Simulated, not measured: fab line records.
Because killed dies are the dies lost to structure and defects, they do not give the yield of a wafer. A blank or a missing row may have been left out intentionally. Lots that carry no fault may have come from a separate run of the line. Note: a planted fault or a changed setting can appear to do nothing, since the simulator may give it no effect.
Split-lot study :: flow n5-finfet :: 7 lots, 21 wafers read, on a route of 1938 steps

## SPLIT DETAILS
At N5_MOL_CONTACT_COAG_PECVD_31 (deposits SiO2 from TEOS/O2, target thk 46 nm, time 8.9 s), the setting time-s was moved away from the recipe's 8.9 s on 6 of the 21 wafers read, by +8.0% to +11.2%. The other wafers ran this setting at the recipe's value.

## FROM THE SPLIT TO THE READING: what the file shows between them, 4 steps
- N5_MOL_CONTACT_COAG_COAT_75: time 60 s, resist thk 60 nm
- N5_MOL_CONTACT_COAG_COAT_76: time 60 s, resist thk 10 nm
- N5_MOL_CONTACT_COAG_ETCHBACK_135: etches SiO2 in CHF3, target depth 25 nm, time 16.7 s
- N5_MOL_CONTACT_COAG_STRIP_118: strips in CHF3

## THE READING
etch.depth-nm (the simulator's own value, which no gauge read), in nm, at N5_MOL_CONTACT_COAG_VIA_ETCH_46 (etches SiO2 in C4F6/O2, target depth 46 nm, overetch 9.2 nm, time 40 s). The file does not state a usual value for it. Across the 15 wafers here that went through the recipe, the average is 46.56 nm and the standard deviation 0.53 nm.

wafer: L076.2
tool, chamber at the split: pecvd-04, 1
time-s as run, s: 8.9
against the recipe: recipe
etch.depth-nm, nm: 46.54
against lot-mates on the recipe: -

wafer: L076.4
tool, chamber at the split: pecvd-04, 0
time-s as run, s: 8.9
against the recipe: recipe
etch.depth-nm, nm: 46.97
against lot-mates on the recipe: -

wafer: L076.5
tool, chamber at the split: pecvd-04, 2
time-s as run, s: 8.9
against the recipe: recipe
etch.depth-nm, nm: 47.34
against lot-mates on the recipe: -

wafer: L078.4
tool, chamber at the split: pecvd-04, 2,1
time-s as run, s: 9.711
against the recipe: +9.1%
etch.depth-nm, nm: 51.35
against lot-mates on the recipe: +4.10

wafer: L078.5
tool, chamber at the split: pecvd-04, 0
time-s as run, s: 8.9
against the recipe: recipe
etch.depth-nm, nm: 47.25
against lot-mates on the recipe: -

wafer: L078.6
tool, chamber at the split: pecvd-04, 2,1
time-s as run, s: 9.711
against the recipe: +9.1%
etch.depth-nm, nm: 51.37
against lot-mates on the recipe: +4.12

wafer: L080.2
tool, chamber at the split: pecvd-02, 0
time-s as run, s: 8.9
against the recipe: recipe
etch.depth-nm, nm: 45.76
against lot-mates on the recipe: -

wafer: L080.3
tool, chamber at the split: pecvd-02, 2
time-s as run, s: 9.615
against the recipe: +8.0%
etch.depth-nm, nm: 49.47
against lot-mates on the recipe: +3.71

wafer: L080.4
tool, chamber at the split: pecvd-02, 1
time-s as run, s: 9.615
against the recipe: +8.0%
etch.depth-nm, nm: 49.68
against lot-mates on the recipe: +3.92

wafer: L087.1
tool, chamber at the split: pecvd-04, 0
time-s as run, s: 9.894
against the recipe: +11.2%
etch.depth-nm, nm: 51.41
against lot-mates on the recipe: +4.68

wafer: L087.2
tool, chamber at the split: pecvd-04, 1
time-s as run, s: 8.9
against the recipe: recipe
etch.depth-nm, nm: 46.45
against lot-mates on the recipe: -

wafer: L087.5
tool, chamber at the split: pecvd-04, 0
time-s as run, s: 8.9
against the recipe: recipe
etch.depth-nm, nm: 47
against lot-mates on the recipe: -

wafer: L088.1
tool, chamber at the split: pecvd-01, 1
time-s as run, s: 8.9
against the recipe: recipe
etch.depth-nm, nm: 46.52
against lot-mates on the recipe: -

wafer: L088.2
tool, chamber at the split: pecvd-01, 0
time-s as run, s: 8.9
against the recipe: recipe
etch.depth-nm, nm: 46.09
against lot-mates on the recipe: -

wafer: L088.4
tool, chamber at the split: pecvd-01, 0
time-s as run, s: 8.9
against the recipe: recipe
etch.depth-nm, nm: 46.2
against lot-mates on the recipe: -

wafer: L089.1
tool, chamber at the split: pecvd-01, 1
time-s as run, s: 8.9
against the recipe: recipe
etch.depth-nm, nm: 46.07
against lot-mates on the recipe: -

wafer: L089.3
tool, chamber at the split: pecvd-01, 2
time-s as run, s: 8.9
against the recipe: recipe
etch.depth-nm, nm: 46.28
against lot-mates on the recipe: -

wafer: L089.4
tool, chamber at the split: pecvd-01, 0
time-s as run, s: 8.9
against the recipe: recipe
etch.depth-nm, nm: 47.06
against lot-mates on the recipe: -

wafer: L097.1
tool, chamber at the split: pecvd-02, 0
time-s as run, s: 8.9
against the recipe: recipe
etch.depth-nm, nm: 45.67
against lot-mates on the recipe: -

wafer: L097.3
tool, chamber at the split: pecvd-02, 1
time-s as run, s: 9.631
against the recipe: +8.2%
etch.depth-nm, nm: 49.7
against lot-mates on the recipe: +3.30

wafer: L097.5
tool, chamber at the split: pecvd-02, 0
time-s as run, s: 8.9
against the recipe: recipe
etch.depth-nm, nm: 47.14
against lot-mates on the recipe: -
The file does not say which wafer passed through which chamber wherever a row lists several chambers: such a row stands for several wafers.

THE FIT
A straight line over all 21 wafers: etch.depth-nm changes by +0.445 nm for each +1% of time-s; r = +0.96; the points scatter about the line by 0.57 nm.
The same after taking each lot's own level away (the mean of its wafers on the recipe; 21 wafers): +0.442 nm for each +1%; r = +0.98; scatter 0.37 nm.
That fit puts the effect of the largest move of time-s on the reading at 4.9 nm.
From 45.760 to 47.250 nm: that is the span of the lots' own levels, equal to 2.8 times the standard deviation above.
Hence the lot-to-lot level has little effect on the slope; both slopes agree.
Check: with one of the wafers moved furthest among these (+11.2%) left out of the fit, the line predicts +5.03 nm for it against its lot-mates. It came out at +4.68 nm against them.

## THE OTHER SPLITS THESE WAFERS WENT THROUGH
These wafers also went through other splits before the reading. Each is held against what the fit with the lots' levels taken away leaves over:
other split on the same wafers: N5_WELL_APT_COAT_02 spin-rpm
wafers away from the commonest value: 7
r with etch.depth-nm (lot level and that fit taken away): -0.10

other split on the same wafers: N5_FIN_CUT_EXPOSE_05 dose-mj
wafers away from the commonest value: 5
r with etch.depth-nm (lot level and that fit taken away): +0.02

other split on the same wafers: N5_SD_EPI_N_DESCUM_14 time-s
wafers away from the commonest value: 11
r with etch.depth-nm (lot level and that fit taken away): +0.02

other split on the same wafers: N5_SD_EPI_N_ETCH_35 time-s
wafers away from the commonest value: 2
r with etch.depth-nm (lot level and that fit taken away): +0.02

other split on the same wafers: N5_HKMG_FIN_ETCH_54 source-w
wafers away from the commonest value: 5
r with etch.depth-nm (lot level and that fit taken away): +0.32

other split on the same wafers: N5_HKMG_FIN_ETCH_55 bias-w
wafers away from the commonest value: 8
r with etch.depth-nm (lot level and that fit taken away): +0.07

other split on the same wafers: N5_HKMG_FIN_ETCH_32 source-w
wafers away from the commonest value: 7
r with etch.depth-nm (lot level and that fit taken away): -0.01

## THE WHOLE CHAIN: every reading that the file lists as answering this split, in the file's order
step: N5_MOL_CONTACT_COAG_PECVD_31
what it does: deposits SiO2 from TEOS/O2, target thk 46 nm, time 8.9 s
reading: SiO2_of_MOL_CONTACT_COAG_PECVD_31.thk-nm (the simulator's own value, which no gauge read)
change (the file's fit): +0.437 nm for each +1% of the setting
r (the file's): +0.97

step: N5_MOL_CONTACT_COAG_VIA_ETCH_46
what it does: etches SiO2 in C4F6/O2, target depth 46 nm, overetch 9.2 nm, time 40 s
reading: etch.depth-nm (the simulator's own value, which no gauge read)
change (the file's fit): +0.434 nm for each +1% of the setting
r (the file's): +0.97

## FILE'S OWN FIT
etch.depth-nm changes by +0.434 nm for each +1% of time-s, r = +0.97.
